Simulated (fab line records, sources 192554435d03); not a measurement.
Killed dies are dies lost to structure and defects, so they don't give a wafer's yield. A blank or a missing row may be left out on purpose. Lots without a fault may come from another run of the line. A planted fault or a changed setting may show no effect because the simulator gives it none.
fab line records | flow n5_finfet
record lots=6 wafers=18 last_day=17
route steps=1938 shown BEOL_M2@922 BEOL_M3@931 BEOL_M4@1111
lots that met no fault: from a run of the same line without faults
start_h: hours from the record's first day to the start of the lot's first wafer shown | wait_h: hours since the lot's step before | " the same as in the row above | L1.1+2: a row that stands for several wafers | - no value, or no start given | * or withheld: withheld | < > ~ a bound
route shown NAME@n: a module of which the file shows steps, and the number in the route of the first | usual: mean/standard deviation of fault-free wafers | same: alike in all rows | chamber/n: place in a boat | sites: the reading at each site | _std_site: their standard deviation | _edge_site: outer sites' mean less inner sites' | radius_mm: how far each site lies from the wafer's centre | mask NAME#n: copy n | behind: the tool/chamber that last shaped the wafer | hold: why the lot was held/for how many hours/how that ended | device: the transistor (n, p or np) that didn't switch | end of line: the same wafers' tests at the end of the route | a step without rows: its recipe alone | killed: dies lost to structure and defects at the first sort, not the wafer's yield | map: a wafer's dies, x killed, . not, _ none there
set.NAME: the setting as run; set.NAME@STEP: as run at that earlier step | model.NAME: the simulator's own value behind a step, which no gauge read
lots at some steps of the route; a table a step, a row a wafer
services: from which hour (start_h, from the record's first day; less than 0 if before it) a tool's chamber was out of use, for how many hours, and why
## steps
# step N5_BEOL_M2_ANNEAL_51
# recipe temp_c=225 time_s=90 ambient=N2
# usual wafer_temp_C_max=226.1/0.33
# same time_s=90
# columns lot.wafer tool chamber start_h wait_h wafer_temp_C_max
L835.3 rtp_anneal-01 0 145.63 0.1 226.0
L835.4 " 0 " " 225.8
L835.5 " 0 " " 226.1
L844.2 rtp_anneal-02 0 208.33 0.1 226.2
L844.4 " 0 " " 226.4
L844.5 " 0 " " 225.9
L845.1 rtp_anneal-01 0 215.83 0.5 225.8
L845.2 " 0 " " 225.7
L845.5 " 0 " " 226.2
L850.1 rtp_anneal-01 0 242.74 0.1 225.6
L850.3 " 0 " " 226.0
L850.5 " 0 " " 225.6
L853.3 rtp_anneal-02 0 246.16 0.1 226.4
L853.4 " 0 " " 226.4
L853.6 " 0 " " 226.4
L856.4 rtp_anneal-02 0 284.60 0.2 226.1
L856.5 " 0 " " 226.4
L856.6 " 0 " " 226.6
# step N5_BEOL_M2_CMP_52
# recipe stop_on=SiOC t_overpolish_s=6.8 down_force_psi=1 platen_rpm=50 clearing_platen_down_force_psi=1.5 clearing_platen_rpm=50 post_cmp_clean=cu_alkaline target_thk_nm=40 clearing_platen_pad_velocity_m_s=0.99484 pad_velocity_m_s=0.99484
# usual barrier_field_endpoint_s=25.0/0.71 motor_current_A=5.9/0.46 overpolish_run_s=6.801/0.0092 pad_life_wafers=1379/530 slurry_flow_ml_min=150.0/0.49 time_to_endpoint_s=63/3.5
# columns lot.wafer tool chamber start_h wait_h barrier_field_endpoint_s motor_current_A overpolish_run_s pad_life_wafers slurry_flow_ml_min time_to_endpoint_s
L835.4 cmp-02 1 145.85 0.1 25.3 6.2 6.782 912 149.8 63
L835.3 " 3 " " 24.6 5.6 6.803 914 149.7 57
L835.5 " 1 " " 24.5 5.9 6.802 - 150.2 60
L844.4 cmp-01 3 208.59 0.1 24.4 6.8 6.785 2118 150.1 58
L844.2 " 0 " " 24.4 4.8 6.807 2119 148.3 60
L844.5 " 0 " " 23.8 5.0 6.792 - 149.9 56
L845.1 cmp-02 3 216.17 0.3 24.1 5.7 6.802 1477 149.0 56
L845.2 " 1 " " 25.2 6.2 6.795 1479 150.0 61
L845.5 " 3 " " 24.8 5.3 6.814 - 149.7 59
L850.1 cmp-01 0 243.04 0.3 25.3 4.8 6.803 198 150.2 64
L850.3 " 1 " " 24.9 5.3 6.797 199 150.0 67
L850.5 " 1 " " 25.2 5.0 6.805 - 149.7 66
L853.4 cmp-02 1 246.37 0.1 25.3 6.3 6.802 1752 150.1 65
L853.3 " 2 " " 25.3 6.2 6.811 1753 149.8 65
L853.6 " 2 " " 24.8 6.1 6.800 - 150.0 61
L856.4 cmp-01 0 284.85 0.2 26.0 4.9 6.805 530 149.4 64
L856.6 " 2 " " 26.6 5.9 6.792 - 150.0 72
L856.5 " 3 " " 27.1 6.4 6.798 - 150.8 70
# step N5_BEOL_M2_THK_MEAS_53
# recipe thk_meas_gauge=xrf reads=Cu_of_BEOL_M2_ECD_50
# usual M2_THK=40.3/1.6
# columns lot.wafer tool chamber start_h wait_h M2_THK[nm]
L835.3 film_metro-01 - 146.15 - 40.1
L835.4 " - " " 40.7
L835.5 " - " " 41.8
L844.2 film_metro-02 - 208.89 - 37.0
L844.4 " - " " 38.8
L844.5 " - " " 39.1
L845.1 film_metro-02 - 216.42 - 40.2
L845.2 " - " " 42.7
L845.5 " - " " 41.8
L850.1 film_metro-01 - 243.33 - 40.3
L850.3 " - " " 41.1
L850.5 " - " " 41.1
L853.3 film_metro-02 - 246.66 - 42.0
L853.4 " - " " 43.2
L853.6 " - " " 43.4
L856.4 film_metro-01 - 285.07 - 40.5
L856.5 " - " " 41.0
L856.6 " - " " 41.3
# step N5_BEOL_M2_PRE_CLEAN_60
# recipe gas=NH3/H2 time_s=15 temp_c=* rf_power_w=300
# step N5_BEOL_M2_CO_CAP_55
# recipe material=Co target_thk_a=20 temp_c=200 precursor=CCTBA/H2 pressure_torr=30 time_s=102.1
# usual heater_power_w=234/21
# same time_s=102.1
# columns lot.wafer tool chamber start_h wait_h heater_power_w
L835.3 cvd_co-01 0 146.30 0.0 208
L835.4 " 1 " " 233
L835.5 " 2 " " 229
L844.2 cvd_co-01 0 208.96 0.0 206
L844.4 " 0 " " 204
L844.5 " 2 " " 236
L845.1 cvd_co-02 1 216.50 0.0 237
L845.2 " 2 " " 282
L845.5 " 2 " " 282
L850.1 cvd_co-01 1 243.41 0.0 232
L850.3 " 2 " " 221
L850.5 " 1 " " 224
L853.3 cvd_co-01 2 246.74 0.0 235
L853.4 " 0 " " 203
L853.6 " 1 " " 229
L856.4 cvd_co-01 1 285.18 0.0 233
L856.5 " 2 " " 232
L856.6 " 0 " " 206
# step N5_BEOL_M2_PRE_CLEAN_56
# recipe gas=NH3 time_s=15 temp_c=withheld rf_power_w=300
# step N5_BEOL_M2_DEP_57
# recipe material=SiCN target_thk_a=80 temp_c=withheld precursor=3MS/NH3 pressure_torr=3 rf_w=202 time_s=14
# step N5_BEOL_M2_RS_MEAS_58
# recipe thk_meas_gauge=four-point-probe reads=Co_of_BEOL_M2_CO_CAP_55+Cu_of_BEOL_M2_ECD_50+Co_of_BEOL_M2_CVD_47+TaN_of_BEOL_M2_ALD_84
# usual M2_RS=0.68/0.033
# columns lot.wafer tool chamber start_h wait_h M2_RS[ohm/sq]
L835.3 film_metro-02 - 146.52 0.1 0.67
L835.4 " - " " 0.66
L835.5 " - " " 0.64
L844.2 film_metro-01 - 209.18 0.1 0.74
L844.4 " - " " 0.69
L844.5 " - " " 0.69
L845.1 film_metro-01 - 216.72 0.1 0.67
L845.2 " - " " 0.63
L845.5 " - " " 0.64
L850.1 film_metro-02 - 243.59 0.0 0.67
L850.3 " - " " 0.65
L850.5 " - " " 0.65
L853.3 film_metro-02 - 246.92 0.1 0.64
L853.4 " - " " 0.62
L853.6 " - " " 0.61
L856.4 film_metro-02 - 285.33 0.0 0.67
L856.5 " - " " 0.66
L856.6 " - " " 0.66
# step N5_BEOL_M2_INSPECT_59
# recipe inspect_instrument=darkfield mode=post_dep
# usual raw_defect_count=87/31
# columns lot.wafer tool chamber start_h wait_h raw_defect_count
L835.3 defect_inspect-02 - 146.54 0.0 114
L835.4 " - " " 88
L835.5 " - " " 52
L844.2 defect_inspect-01 - 209.20 0.0 104
L844.4 " - " " 94
L844.5 " - " " 136
L845.1 defect_inspect-02 - 216.74 0.0 69
L845.2 " - " " 45
L845.5 " - " " 103
L850.1 defect_inspect-02 - 243.62 0.0 138
L850.3 " - " " 97
L850.5 " - " " 126
L853.3 defect_inspect-01 - 246.95 0.0 137
L853.4 " - " " 70
L853.6 " - " " 116
L856.4 defect_inspect-01 - 285.36 0.0 34
L856.5 " - " " 52
L856.6 " - " " 68
# step N5_BEOL_M3_ILD_DEP_00
# recipe material=SiOC target_thk_a=790 temp_c=350 precursor=DEMS/O2 pressure_torr=5 rf_w=500 time_s=15.3
# step N5_BEOL_M3_THK_MEAS_01
# recipe reads=SiOC_of_BEOL_M3_ILD_DEP_00
# usual M3_ILD_THK=78.9/1.1
# columns lot.wafer tool chamber start_h wait_h M3_ILD_THK[nm]
L835.3 film_metro-02 - 146.65 0.1 78.8
L835.4 " - " " 78.8
L835.5 " - " " 78.3
L844.2 film_metro-02 - 209.38 0.1 78.8
L844.4 " - " " 78.4
L844.5 " - " " 78.2
L845.1 film_metro-01 - 216.85 0.0 78.3
L845.2 " - " " 78.9
L845.5 " - " " 79.4
L850.1 film_metro-02 - 243.72 0.0 79.2
L850.3 " - " " 77.4
L850.5 " - " " 80.3
L853.3 film_metro-02 - 247.05 0.1 78.2
L853.4 " - " " 78.4
L853.6 " - " " 78.8
L856.4 film_metro-01 - 285.48 0.1 78.1
L856.5 " - " " 78.7
L856.6 " - " " 79.2
# step N5_BEOL_M3_PECVD_72
# recipe material=SiO2 target_thk_a=160 temp_c=400 precursor=TEOS/O2 pressure_torr=5.5 rf_w=450 teos_flow_sccm=53.8 gas=O2 flow_sccm=3000 time_s=18
# step N5_BEOL_M3_HM_DEP_02
# recipe material=TiN target_thk_a=200 temp_c=25 chamber_pressure_pa=0.49996
# usual chamber_pressure_pa=0.5000/0.00089 substrate_temp_c=24.99/0.1 throttle_valve_pct=30.0/1.1
# columns lot.wafer tool chamber start_h wait_h chamber_pressure_pa substrate_temp_c throttle_valve_pct
L835.3 pvd_sputter-01 - 148.78 2.1 0.5002 24.97 28.4
L835.4 " - " " 0.4992 25.11 30.0
L835.5 " - " " 0.5003 24.99 28.5
L844.2 pvd_sputter-03 - 211.12 1.7 - - -
L844.4 " - " " - - -
L844.5 " - " " - - -
L845.1 pvd_sputter-02 - 216.95 0.0 - - -
L845.2 " - " " - - -
L845.5 " - " " - - -
L850.1 pvd_sputter-01 - 244.13 0.3 0.4996 25.05 28.0
L850.3 " - " " 0.5005 24.93 29.2
L850.5 " - " " 0.4990 24.98 30.2
L853.3 pvd_sputter-02 - 248.19 1.1 0.4998 24.97 30.0
L853.4 " - " " 0.5001 25.06 31.6
L853.6 " - " " 0.5006 24.93 31.6
L856.4 pvd_sputter-01 - 288.41 2.9 0.5016 24.93 28.5
L856.5 " - " " 0.5005 25.00 29.7
L856.6 " - " " 0.5004 25.10 28.6
# step N5_BEOL_M3_COAT_61
# recipe resist=SOC temp_c=250 time_s=60 spin_rpm=1500 resist_thk_nm=60
# step N5_BEOL_M3_COAT_62
# recipe resist=SiARC temp_c=220 time_s=60 spin_rpm=1500 resist_thk_nm=12
# step N5_BEOL_M3_COAT_73
# recipe resist=underlayer temp_c=205 time_s=60 spin_rpm=1500 resist_thk_nm=5
# step N5_BEOL_M3_COAT_05
# recipe resist=CAR-EUV spin_rpm=1500 resist_thk_nm=30
# step N5_BEOL_M3_EBR_07
# recipe solvent=PGMEA ebr_width_mm=1.5
# step N5_BEOL_M3_SOFTBAKE_06
# recipe temp_c=110 time_s=60 resist=CAR-EUV
# step N5_BEOL_M3_EXPOSE_08
# recipe mask_id=M3 na=0.33 source_shape=dipole sigma_inner=0.369 sigma_outer=0.767 polarization=unpolarized dose_mj=33
# step N5_BEOL_M3_PEB_09
# recipe peb_temp_c=100 peb_time_s=60 resist=CAR-EUV
# step N5_BEOL_M3_DEVELOP_10
# recipe develop_time_s=30 developer=TMAH resist=CAR-EUV rinse_liquid=surfactant_rinse dry=air_spin dev_temp_c=23
# step N5_BEOL_M3_CD_MEAS_11
# recipe target_cd_nm=17.05 landing_energy_ev=500 detector=se_inlens polarity=opening
# usual cd_nm=17.09/0.26
# columns lot.wafer tool chamber start_h wait_h cd_nm
L835.3 cd_sem-03 0 149.17 - 16.82
L835.4 " 0 " " 16.79
L835.5 " 0 " " 16.57
L844.2 cd_sem-03 0 211.51 - 16.87
L844.4 " 0 " " 16.89
L844.5 " 0 " " 16.97
L845.1 cd_sem-03 0 217.34 - 16.86
L845.2 " 0 " " 17.40
L845.5 " 0 " " 16.96
L850.1 cd_sem-03 0 244.64 - 16.93
L850.3 " 0 " " 16.73
L850.5 " 0 " " 17.11
L853.3 cd_sem-03 0 248.70 - 17.19
L853.4 " 0 " " 17.31
L853.6 " 0 " " 17.46
L856.4 cd_sem-02 0 288.93 - 17.31
L856.5 " 0 " " 16.82
L856.6 " 0 " " 17.11
# step N5_BEOL_M3_OVL_MEAS_12
# recipe points_per_wafer=522
# usual M3_OVL=-0.1/0.82
# same points_per_wafer=522
# columns lot.wafer tool chamber start_h wait_h M3_OVL[nm]
L835.3 overlay-02 0 149.21 0.0 0.7
L835.4 " 0 " " -0.7
L835.5 " 0 " " 0.1
L844.2 overlay-01 0 211.54 0.0 -0.4
L844.4 " 0 " " -1.5
L844.5 " 0 " " -1.7
L845.1 overlay-01 0 217.37 0.0 -0.4
L845.2 " 0 " " 0.5
L845.5 " 0 " " -2.1
L850.1 overlay-02 0 244.67 0.0 -0.5
L850.3 " 0 " " -0.9
L850.5 " 0 " " -0.9
L853.3 overlay-02 0 248.74 0.0 0.3
L853.4 " 0 " " -0.9
L853.6 " 0 " " -1.4
L856.4 overlay-01 0 288.97 0.0 -1.0
L856.5 " 0 " " -1.4
L856.6 " 0 " " -0.1
# step N5_BEOL_M3_INSPECT_13
# recipe mode=adi inspect_instrument=brightfield
# usual raw_defect_count=461/110
# columns lot.wafer tool chamber start_h wait_h raw_defect_count
L835.3 defect_inspect-02 - 149.26 0.0 634
L835.4 " - " " 600
L835.5 " - " " 294
L844.2 defect_inspect-01 - 211.59 0.0 299
L844.4 " - " " 325
L844.5 " - " " 402
L845.1 defect_inspect-01 - 217.43 0.1 213
L845.2 " - " " 188
L845.5 " - " " 279
L850.1 defect_inspect-02 - 244.73 0.1 399
L850.3 " - " " 358
L850.5 " - " " 530
L853.3 defect_inspect-01 - 248.79 0.0 492
L853.4 " - " " 359
L853.6 " - " " 524
L856.4 defect_inspect-01 - 289.01 0.0 360
L856.5 " - " " 420
L856.6 " - " " 387
# step N5_BEOL_M3_DESCUM_16
# recipe chemistry=O2 time_s=7 source_power_w=50 bias_power_w=20 pressure_mtorr=20 rf_frequency_hz=2.712e+07 temp_c=40 resist=CAR-EUV o2_flow_sccm=225
# step N5_BEOL_M3_ETCH_74
# recipe chemistry=N2/H2 target=underlayer target_depth_a=65 mask_material=CAR-EUV time_s=5.2 ion_energy_ev=200 pressure_mtorr=30 source_w=840 bias_w=150 n2_flow_sccm=200 h2_flow_sccm=200 ends=cleared
# usual drypump_motor_current_A=5.7/0.43 etch_rf_on_time_s=5.21/0.14 n2_flow_sccm=200.0/0.67 oes_product_au=0.65/0.081 rf_vpp_V=523.6/2.5 showerhead_plenum_p_Torr=2.54/0.085 throttle_valve_pct=17.86/0.22
# columns lot.wafer tool chamber start_h wait_h drypump_motor_current_A etch_rf_on_time_s n2_flow_sccm oes_product_au rf_hours_counter_h rf_vpp_V showerhead_plenum_p_Torr throttle_valve_pct
L835.3 rie_diel-02 1 149.32 0.0 5.2 5.18 200.3 0.65 150 520.2 2.45 17.61
L835.4 " 0 " " 5.9 5.01 200.9 0.61 223 522.2 2.40 18.21
L835.5 " 3 " " 6.4 5.47 199.3 0.57 - 523.0 2.50 17.82
L844.2 rie_diel-01 3 211.66 0.0 5.9 5.24 200.5 0.69 110 526.8 2.64 17.63
L844.4 " 0 " " 5.4 5.15 199.2 0.67 92 522.4 2.55 17.95
L844.5 " 0 " " 5.4 5.12 199.9 0.68 - 523.8 2.55 17.93
L845.1 rie_diel-06 3 217.49 0.0 5.6 4.92 199.7 0.77 49 524.7 2.56 17.51
L845.2 " 0 " " 5.9 5.03 200.3 0.81 7 524.2 2.48 17.68
L845.5 " 2 " " 5.2 5.19 200.2 0.60 - 526.8 2.64 18.16
L850.1 rie_diel-01 3 244.80 0.0 5.9 5.27 199.7 0.69 120 529.2 2.64 17.65
L850.3 " 1 " " 6.4 5.33 199.6 0.73 53 520.8 2.47 17.64
L850.5 " 1 " " 6.5 5.32 200.6 0.73 - 522.9 2.47 17.66
L853.3 rie_diel-02 3 248.86 0.0 6.4 5.53 199.1 0.54 248 522.4 2.48 17.90
L853.4 " 1 " " 5.2 5.26 198.1 0.62 - 521.9 2.43 17.67
L853.6 " 2 " " 5.8 5.20 200.7 0.60 - 525.7 2.63 18.11
L856.4 rie_diel-02 3 289.08 0.0 6.4 5.45 199.1 0.82 1 523.5 2.48 17.48
L856.5 " 1 " " 5.2 5.28 201.1 0.62 - 521.0 2.43 17.70
L856.6 " 2 " " 5.8 5.33 198.9 0.59 - 523.5 2.63 18.15
# step N5_BEOL_M3_ETCH_63
# recipe chemistry=CF4 target=SiARC target_depth_a=156 mask_material=CAR-EUV time_s=26 ion_energy_ev=80 pressure_mtorr=40 source_w=545 bias_w=36 Ar_flow_sccm=100 cf4_flow_sccm=100 ends=cleared
# step N5_BEOL_M3_ETCH_64
# recipe chemistry=N2/H2 target=SOC target_depth_a=750 overetch_a=150 mask_material=SiARC temp_c=40 time_s=112.5 ion_energy_ev=200 pressure_mtorr=30 source_w=840 bias_w=150 n2_flow_sccm=200 h2_flow_sccm=200
# step N5_BEOL_M3_STRIP_65
# recipe chemistry=N2/H2 temp_c=40 n2_flow_sccm=200 h2_flow_sccm=200 rf_frequency_hz=6e+07
# step N5_BEOL_M3_STRIP_75
# recipe chemistry=N2/H2 temp_c=40 n2_flow_sccm=200 h2_flow_sccm=200 rf_frequency_hz=6e+07
# step N5_BEOL_M3_STRIP_66
# recipe chemistry=CF4 resist=SiARC power_w=300 bias_power_w=75 pressure_mtorr=50 cf4_flow_sccm=150 rf_frequency_hz=6e+07
# usual bias_power_w=75.00/0.22 drypump_motor_current_A=5.7/0.43 oes_product_au=0.76/0.087 power_w=300.0/0.95 rf_vpp_V=271.1/1.6 showerhead_plenum_p_Torr=1.79/0.059 throttle_valve_pct=13.60/0.25
# columns lot.wafer tool chamber start_h wait_h bias_power_w drypump_motor_current_A oes_product_au power_w rf_hours_counter_h rf_vpp_V showerhead_plenum_p_Torr throttle_valve_pct
L835.3 rie_diel-02 1 149.50 0.0 74.91 5.2 0.76 297.8 150 269.2 1.72 13.28
L835.4 " 0 " " 74.67 5.9 0.69 301.1 223 268.0 1.69 14.05
L835.5 " 3 " " 75.06 6.4 0.67 300.5 - 272.0 1.77 13.70
L844.2 rie_diel-01 3 211.83 0.0 75.09 5.9 0.81 299.6 111 273.8 1.89 13.53
L844.4 " 0 " " 74.93 5.4 0.78 301.4 92 272.5 1.82 13.84
L844.5 " 0 " " 75.12 5.4 0.78 300.5 - 271.1 1.82 13.84
L845.1 rie_diel-06 3 217.67 0.0 75.02 5.5 0.85 300.9 49 273.5 1.81 13.31
L845.2 " 0 " " 74.74 5.9 0.93 298.5 7 271.0 1.76 13.25
L845.5 " 2 " " 75.26 5.1 0.70 301.6 - 272.3 1.85 13.88
L850.1 rie_diel-01 3 244.97 0.0 75.07 5.9 0.80 300.5 120 270.7 1.88 13.56
L850.3 " 1 " " 75.15 6.4 0.85 300.7 53 270.1 1.76 13.39
L850.5 " 1 " " 75.15 6.5 0.85 299.7 - 271.5 1.76 13.39
L853.3 rie_diel-02 3 249.04 0.0 75.23 6.4 0.65 302.3 248 269.7 1.76 13.80
L853.4 " 1 " " 75.13 5.2 0.73 300.8 - 269.4 1.71 13.37
L853.6 " 2 " " 74.86 5.8 0.70 298.4 - 271.3 1.85 13.82
L856.4 rie_diel-02 3 289.25 0.0 74.59 6.4 0.97 300.5 1 271.4 1.76 13.24
L856.5 " 1 " " 75.15 5.2 0.72 300.2 - 269.6 1.70 13.39
L856.6 " 2 " " 75.38 5.8 0.69 301.7 - 272.7 1.85 13.87
# step N5_BEOL_M3_HM_OPEN_17
# recipe chemistry=Cl2/BCl3 target_depth_a=200 overetch_a=60 target=TiN mask_material=SOC ion_energy_ev=150 pressure_mtorr=10 icp_w=1000 bias_w=126 Cl2_flow_sccm=53.25 bcl3_flow_sccm=21.75 Ar_flow_sccm=25
# usual drypump_motor_current_A=5.5/0.41 oes_product_au=0.70/0.097 throttle_valve_pct=22.1/0.39
# columns lot.wafer tool chamber start_h wait_h drypump_motor_current_A oes_product_au rf_hours_counter_h throttle_valve_pct model.etch.depth_nm
L835.3 rie_metal-03 0 149.57 0.1 5.6 0.78 - 22.6 19.82
L835.4 " 1 " " 5.3 0.64 - 22.3 19.86
L835.5 " 1 " " 5.3 0.64 - 22.3 19.84
L844.2 rie_metal-02 0 211.90 0.1 6.0 0.34 - 22.3 0
L844.4 " 0 " " 6.0 0.33 - 22.3 0
L844.5 " 0 " " 6.0 0.34 - 22.3 0
L845.1 rie_metal-01 0 217.71 0.0 5.0 0.28 47 22.3 0
L845.2 " 1 " " 5.1 0.37 1 22.9 0
L845.5 " 1 " " 5.1 0.37 - 22.9 0
L850.1 rie_metal-03 1 245.01 0.0 5.3 0.62 52 22.4 19.71
L850.3 " 0 " " 5.6 0.73 - 22.6 19.89
L850.5 " 1 " " 5.3 0.62 - 22.3 19.81
L853.3 rie_metal-01 1 249.11 0.1 5.1 0.79 - 22.3 20.11
L853.4 " 0 " " 5.0 0.64 - 21.6 20.43
L853.6 " 1 " " 5.1 0.80 - 22.3 20.37
L856.4 rie_metal-02 1 289.32 0.1 6.1 0.79 - 22.3 20.04
L856.5 " 0 " " 6.0 0.73 - 21.6 20.21
L856.6 " 1 " " 6.1 0.80 - 22.3 20.06
# step N5_BEOL_M3_STRIP_19
# recipe chemistry=O2 power_w=400 temp_c=40 pressure_mtorr=30 rf_frequency_hz=6e+07 bias_power_w=0 overash_fraction=0.2 o2_flow_sccm=225
# step N5_BEOL_M3_CD_MEAS_18
# recipe pitch_nm=36 target_cd_nm=18
# usual cd_nm=18.0/0.4
# columns lot.wafer tool chamber start_h wait_h cd_nm
L835.3 cd_sem-02 - 149.81 0.1 17.1
L835.4 " - " " 16.6
L835.5 " - " " 17.7
L844.2 cd_sem-03 - 212.32 0.1 -
L844.4 " - " " -
L844.5 " - " " -
L845.1 cd_sem-03 - 217.89 0.0 -
L845.2 " - " " -
L845.5 " - " " -
L850.1 cd_sem-02 - 245.19 0.0 17.7
L850.3 " - " " 17.4
L850.5 " - " " 17.9
L853.3 cd_sem-01 - 249.26 0.1 18.1
L853.4 " - " " 18.0
L853.6 " - " " 18.5
L856.4 cd_sem-03 - 289.48 0.1 18.3
L856.5 " - " " 17.7
L856.6 " - " " 18.2
# step N5_BEOL_M3_COAT_67
# recipe resist=SOC temp_c=250 time_s=60 spin_rpm=1500 resist_thk_nm=60
# step N5_BEOL_M4_RC_MEAS_101
# usual DIBL_N=36.5/1.8 DIBL_P=36.5/2.1 IOFF_N=0.17/0.031 IOFF_P=0.22/0.036 ION_N=677/11 ION_P=463/8 SS_N=71.6/0.61 SS_P=73.3/0.63 VT_N=249/3.1 VT_P=-250/3.3
# columns lot.wafer tool chamber start_h wait_h DIBL_N[mV/V] DIBL_P[mV/V] IOFF_N[nA/um] IOFF_P[nA/um] ION_N[uA/um] ION_P[uA/um] SS_N[mV/dec] SS_P[mV/dec] VT_N[mV] VT_P[mV]
L835.3 prober-01 0 176.51 0.3 39.0 39.2 0.22 0.24 690 465 72.4 74.2 241 -251
L835.4 " 0 " " 38.3 38.6 0.21 0.24 687 470 71.9 74.9 243 -251
L835.5 " 0 " " 38.2 38.3 0.21 0.22 696 466 71.7 73.3 243 -250
L850.1 prober-01 0 271.46 0.0 39.1 40.1 0.22 0.27 694 472 72.0 74.2 244 -249
L850.3 " 0 " " 36.1 36.4 0.15 0.20 671 461 71.2 72.8 250 -251
L850.5 " 0 " " 37.0 36.9 0.16 0.21 677 463 71.9 72.8 251 -249
L853.3 prober-02 0 274.69 0.3 35.1 35.4 0.16 0.24 679 476 71.7 71.9 248 -245
L853.4 " 0 " " 36.8 37.8 0.19 0.28 698 484 71.9 73.7 244 -242
L853.6 " 0 " " 38.2 40.1 0.24 0.35 709 494 72.1 73.6 243 -240
L856.4 prober-02 0 313.24 0.5 37.9 38.7 0.20 0.28 678 472 71.8 73.9 244 -245
L856.5 " 0 " " 37.9 38.7 0.21 0.28 685 470 71.8 73.9 245 -244
L856.6 " 0 " " 39.4 40.0 0.22 0.30 688 477 72.4 74.3 244 -244
## services
# columns tool chamber start_h hours kind
cmp-02 - 132.74 11.8 pm
cvd_co-01 - 140.05 0.7 repair
rie_diel-06 2 162.47 4.1 repair
cvd_co-02 - 164.31 3.8 pm
rie_diel-01 - 165.45 15.6 pm
cvd_co-01 2 168.85 11.0 repair
cvd_co-01 - 204.15 2.1 repair
cvd_co-02 - 206.61 6.0 pm
cmp-01 - 217.11 4.0 pm
cvd_co-01 - 223.42 8.5 repair
rie_diel-02 0 230.12 - clean
rie_diel-02 0 230.12 - consumable_replace:focus_ring
rie_diel-02 0 230.12 - consumable_replace:showerhead
rie_diel-02 0 230.12 22.2 scheduled_down
rie_diel-02 0 230.12 22.2 vent_cycle
cmp-02 - 231.24 1.0 repair
rie_metal-02 - 232.71 14.6 pm
rie_diel-06 1 250.77 15.2 repair
rie_metal-03 0 255.47 17.8 repair
cmp-02 - 263.74 0.5 repair
rie_metal-02 1 266.73 10.1 repair
cmp-01 - 278.69 4.5 pm
cmp-02 - 281.88 4.0 pm
rie_metal-03 1 287.20 1.0 repair
## key
first_sign step=N5_BEOL_M3_HM_DEP_02 reading=tool_record direction=missing
effect step=N5_BEOL_M3_HM_OPEN_17 reading=oes_product_au direction=down sigmas=3.7 usual=0.70 struck=0.34
effect step=N5_BEOL_M3_CD_MEAS_18 reading=cd_nm direction=missing
model_effect step=N5_BEOL_M3_HM_OPEN_17 value=etch.depth_nm without=19.89 struck=0
met_at N5_BEOL_M3_HM_DEP_02
struck_wafers L844.2,L844.4,L844.5,L845.1,L845.2,L845.5
later_rows_left_out L844.2,L844.4,L844.5,L845.1,L845.2,L845.5
sort_left_out L844.2,L844.4,L844.5,L845.1,L845.2,L845.5
fault kind=skipped_step_whole tool=pvd_sputter-02,pvd_sputter-03 chamber=- onset_h=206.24 steps=N5_BEOL_M3_HM_DEP_02 scope=struck_lots_only
# sort_left_out: the simulated sort isn't trusted on such a fault, so these wafers' sort isn't shown, and their yield isn't known
# later_rows_left_out: the simulator's readings of these wafers behind a module that went badly wrong aren't trusted and aren't shown, but for the sort
